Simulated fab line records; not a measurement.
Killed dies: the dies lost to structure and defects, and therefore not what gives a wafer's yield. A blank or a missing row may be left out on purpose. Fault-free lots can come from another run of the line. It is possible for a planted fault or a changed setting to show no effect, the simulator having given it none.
Matching of chambers	flow n5 finfet	N5_ILD0_CMP_07 on cmp-02: 4 sister chambers
The step polishes SiO2 flowable, stops on poly-Si, t overpolish 1.18 s, target thk 138.88 nm. 14 wafers are shown with their chamber, then 7 later ones without.

== WAFERS PAIRED WITH THEIR CHAMBERS ==
wafer	chamber	motor current A (A)
L472.3	1	16.2
L472.5	1	15.1
L472.6	2	11.6
L478.2	1	15.2
L478.5	2	11.4
L478.6	3	10.7
L484.1	1	15.9
L484.5	0	13.3
L484.6	3	11.2
L485.1	0	12.0
L485.3	2	12.2
L485.6	3	11.0
L492.1	3	11.5
L492.5	0	13.4

SIGNATURES (means of the wafers above)
reading	chamber 0	chamber 1	chamber 2	chamber 3	scatter within a chamber
motor current A	12.900	15.600	11.733	11.100	0.526
Rule: a wafer lies at a distance from a chamber equal to the root of the sum of squares, over the readings, of (its reading less the chamber's mean, divided by the reading's scatter). If the next closest chamber is less than 2 further off than the closest, the wafer can't be placed; otherwise it belongs to the closest. The scatter: take each reading less its chamber's mean, square it, sum over the shown wafers, divide by the number of wafers less the number of chambers, and take the root.

== WAFERS MISSING THEIR CHAMBER ==
wafer	motor current A (A)
L492.6	10.4
L493.3	11.6
L493.5	15.5
L493.6	11.1
L495.2	11.8
L495.3	15.7
L495.5	11.2

== CHAMBER TAKEN BY EACH ==
wafer	from the rows above	in truth
L492.6	can't be placed: 3 or 2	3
L493.3	can't be placed: 2 or 3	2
L493.5	1	1
L493.6	can't be placed: 3 or 2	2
L495.2	can't be placed: 2 or 3 or 0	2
L495.3	1	1
L495.5	can't be placed: 3 or 2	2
Correct placement for 2 of the 7. Can't be placed from these rows: 5 (the true chamber is among the candidates in 5). 0 placed wrongly.
